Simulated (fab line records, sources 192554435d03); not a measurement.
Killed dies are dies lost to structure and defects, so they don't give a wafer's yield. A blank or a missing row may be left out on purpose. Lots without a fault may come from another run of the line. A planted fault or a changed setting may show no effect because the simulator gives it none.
Split-lot experiment | flow n5_finfet | 7 lots, 21 wafers read, on a route of 1938 steps

THE SPLIT
At N5_ZERO_LAYER_EXPOSE_08 (exposes mask ZERO, defocus 0 nm, target cd 2000 nm), the setting dose_mj was moved away from the recipe's 16.2 on 5 of the 21 wafers read, by -3.1% to +6.7%. The other wafers ran this setting at the recipe's value.

FROM THE SPLIT TO THE READING: what the file shows between them, 3 steps
- N5_ZERO_LAYER_PEB_09 (also split here: peb_time_s)
- N5_ZERO_LAYER_DEVELOP_10: develop time 60 s
- N5_ZERO_LAYER_HARDBAKE_23: time 120 s

THE READING
cd_nm, in nm, at N5_ZERO_LAYER_CD_MEAS_11 (target cd 2000 nm). Fault-free wafers of this fab line usually give 2000.9 nm, standard deviation 2.1 nm.

wafer  | tool, chamber at the split | dose_mj as run | against the recipe | cd_nm, nm | against lot-mates on the recipe
L078.1 | krf_scanner-02, 0          | 16.2           | recipe             | 2001.2    | -
L078.2 | krf_scanner-02, 0          | 16.2           | recipe             | 1996.2    | -
L078.5 | krf_scanner-02, 0          | 16.2           | recipe             | 1997.7    | -
L080.2 | krf_scanner-02, 0          | 17.19          | +6.1%              | 2008.9    | +6.8
L080.3 | krf_scanner-02, 0          | 16.2           | recipe             | 2003.1    | -
L080.4 | krf_scanner-02, 0          | 16.2           | recipe             | 2001.1    | -
L081.1 | krf_scanner-01, 0          | 16.2           | recipe             | 1998.8    | -
L081.2 | krf_scanner-01, 0          | 17.29          | +6.7%              | 2015.1    | +16.3
L081.4 | krf_scanner-01, 0          | 17.29          | +6.7%              | 2014.1    | +15.3
L082.1 | krf_scanner-01, 0          | 16.91          | +4.4%              | 2010.9    | +7.9
L082.2 | krf_scanner-01, 0          | 16.2           | recipe             | 2004.4    | -
L082.5 | krf_scanner-01, 0          | 16.2           | recipe             | 2001.6    | -
L087.2 | krf_scanner-01, 0          | 16.2           | recipe             | 2002.1    | -
L087.4 | krf_scanner-01, 0          | 16.2           | recipe             | 2002.6    | -
L087.5 | krf_scanner-01, 0          | 16.2           | recipe             | 2005.8    | -
L089.2 | krf_scanner-01, 0          | 16.2           | recipe             | 2002.8    | -
L089.3 | krf_scanner-01, 0          | 16.2           | recipe             | 1996.2    | -
L089.5 | krf_scanner-01, 0          | 15.69          | -3.1%              | 1989.4    | -10.1
L094.1 | krf_scanner-01, 0          | 16.2           | recipe             | 2003.5    | -
L094.2 | krf_scanner-01, 0          | 16.2           | recipe             | 2005.0    | -
L094.6 | krf_scanner-01, 0          | 16.2           | recipe             | 2001.9    | -

THE FIT
A straight line over all 21 wafers: cd_nm changes by +1.98 nm for each +1% of dose_mj; r = +0.87; the points scatter about the line by 3.1 nm.
The same after taking each lot's own level away (the mean of its wafers on the recipe; 21 wafers): +2.09 nm for each +1%; r = +0.92; scatter 2.4 nm.
On that fit, the largest move of dose_mj shifts the reading by 14 nm.
The lots' own levels span 1998.37 to 2003.50 nm, that is 2.4 times the standard deviation above.
So the lot-to-lot level changes the slope little: the two slopes agree.
Check: with one of the wafers moved furthest among these (+6.7%) left out of the fit, the line predicts +12.6 nm for it against its lot-mates. It came out at +16.3 nm against them.

OTHER SPLITS ON THESE WAFERS
These wafers also went through other splits before the reading. Each is held against what the fit with the lots' levels taken away leaves over:
other split on the same wafers  | wafers away from the commonest value | r with cd_nm (lot level and that fit taken away)
N5_ZERO_LAYER_PEB_09 peb_time_s | as run: not given for these wafers   | -

THE WHOLE CHAIN: every reading that the file lists as answering this split, in the file's order
step                     | what it does             | reading                                                           | change (the file's fit)              | r (the file's)
N5_ZERO_LAYER_CD_MEAS_11 | target cd 2000 nm        | cd_nm                                                             | +1.92 nm for each +1% of the setting | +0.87
N5_ZERO_LAYER_DESCUM_16  | chemistry O2, time 7.9 s | ZERO_LAYER.cd_nm (the simulator's own value, which no gauge read) | +1.93 nm for each +1% of the setting | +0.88

THE FILE'S OWN FIT
cd_nm changes by +1.92 nm for each +1% of dose_mj, r = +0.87.
